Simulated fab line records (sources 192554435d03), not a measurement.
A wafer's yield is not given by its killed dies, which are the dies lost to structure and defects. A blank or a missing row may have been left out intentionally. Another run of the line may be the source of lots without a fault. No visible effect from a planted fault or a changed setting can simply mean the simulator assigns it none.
Chamber matching    flow n5Finfet    4 sister chambers for N5_ILD0_LINER_00 on aldSin-01
The step material SiNx, target thk 4 nm, pulse time 1 s, purge time 2 s. 4 wafers are shown with their chamber, then 10 later ones without.

## WAFERS WITH THEIR CHAMBER
wafer   chamber  heaterPowerW (W)
L087.1  2        921
L091.2  3        965
L093.1  0        843
L093.5  1        776

## WAFERS WHOSE CHAMBER IS MISSING
wafer   heaterPowerW (W)
L093.6  836
L094.1  972
L094.3  759
L094.4  912
L095.2  845
L095.4  915
L095.5  836
L096.1  822
L096.3  951
L096.6  1006

## EACH ONE'S CHAMBER
wafer    from the rows above       in truth
L093.6   0                         0
L094.1   3                         3
L094.3   1                         1
L094.4   2                         2
L095.2   0                         0
L095.4   2                         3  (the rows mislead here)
L095.5   0                         0
L096.1   can't be placed: 0 or 1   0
L096.3   can't be placed: 3 or 2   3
L096.6   3                         3
Placed correctly: 7 of 10. Cannot be placed on the basis of these rows: 2; the candidates contain the true chamber in 2. Placed wrongly: 1.
How it was worked out, from the rows above alone: a wafer's distance from a chamber is the root of the sum, over the readings, of the square of ((its reading less the chamber's mean) divided by the reading's scatter). The wafer belongs to the nearest chamber; if the next one is less than 2 further off, it can't be placed. A chamber's mean is the mean of its shown wafers. The scatter: with one shown wafer a chamber, the root of the mean of the squares of how far each hidden wafer lies from its nearest shown one.
